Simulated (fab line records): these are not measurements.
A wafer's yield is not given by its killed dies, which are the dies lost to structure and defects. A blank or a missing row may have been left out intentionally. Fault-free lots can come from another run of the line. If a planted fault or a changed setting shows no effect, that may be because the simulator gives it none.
Matching of chambers / flow n5_finfet / 3 sister chambers for N5_BEOL_M1_CO_CAP_55 on cvd_co-02
The step material Co, precursor CCTBA/H2, target thk 2 nm, time 102.1 s. 3 wafers are shown with their chamber, then 12 later ones without.

## EACH WAFER AND ITS CHAMBER
wafer=L092.4; chamber=2; heater_power_w (W)=248
wafer=L092.5; chamber=1; heater_power_w (W)=227
wafer=L092.6; chamber=0; heater_power_w (W)=228

## WAFERS WITH NO CHAMBER GIVEN
wafer=L093.2; heater_power_w (W)=228
wafer=L093.4; heater_power_w (W)=247
wafer=L093.5; heater_power_w (W)=225
wafer=L094.2; heater_power_w (W)=250
wafer=L094.4; heater_power_w (W)=229
wafer=L094.6; heater_power_w (W)=249
wafer=L096.2; heater_power_w (W)=228
wafer=L096.4; heater_power_w (W)=230
wafer=L096.6; heater_power_w (W)=249
wafer=L097.4; heater_power_w (W)=227
wafer=L097.5; heater_power_w (W)=253
wafer=L097.6; heater_power_w (W)=223

## WHICH CHAMBER EACH WENT THROUGH
wafer=L093.2; from the rows above=can't be placed: 0 or 1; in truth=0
wafer=L093.4; from the rows above=2; in truth=2
wafer=L093.5; from the rows above=can't be placed: 1 or 0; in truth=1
wafer=L094.2; from the rows above=2; in truth=2
wafer=L094.4; from the rows above=can't be placed: 0 or 1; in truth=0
wafer=L094.6; from the rows above=2; in truth=2
wafer=L096.2; from the rows above=can't be placed: 0 or 1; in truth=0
wafer=L096.4; from the rows above=can't be placed: 0 or 1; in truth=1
wafer=L096.6; from the rows above=2; in truth=2
wafer=L097.4; from the rows above=can't be placed: 1 or 0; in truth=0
wafer=L097.5; from the rows above=2; in truth=2
wafer=L097.6; from the rows above=can't be placed: 1 or 0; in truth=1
Placed correctly: 5 of 12. These rows do not allow placing 7 (true chamber among the candidates in 7). 0 placed wrongly.
How it was worked out, from the rows above alone: a wafer's distance from a chamber is the root of the sum, over the readings, of the square of ((its reading less the chamber's mean) divided by the reading's scatter). The wafer belongs to the nearest chamber; if the next one is less than 2 further off, it can't be placed. A chamber's mean is the mean of its shown wafers. The scatter (one wafer shown for each chamber): square how far every hidden wafer sits from the nearest shown wafer, average those squares and take the square root.
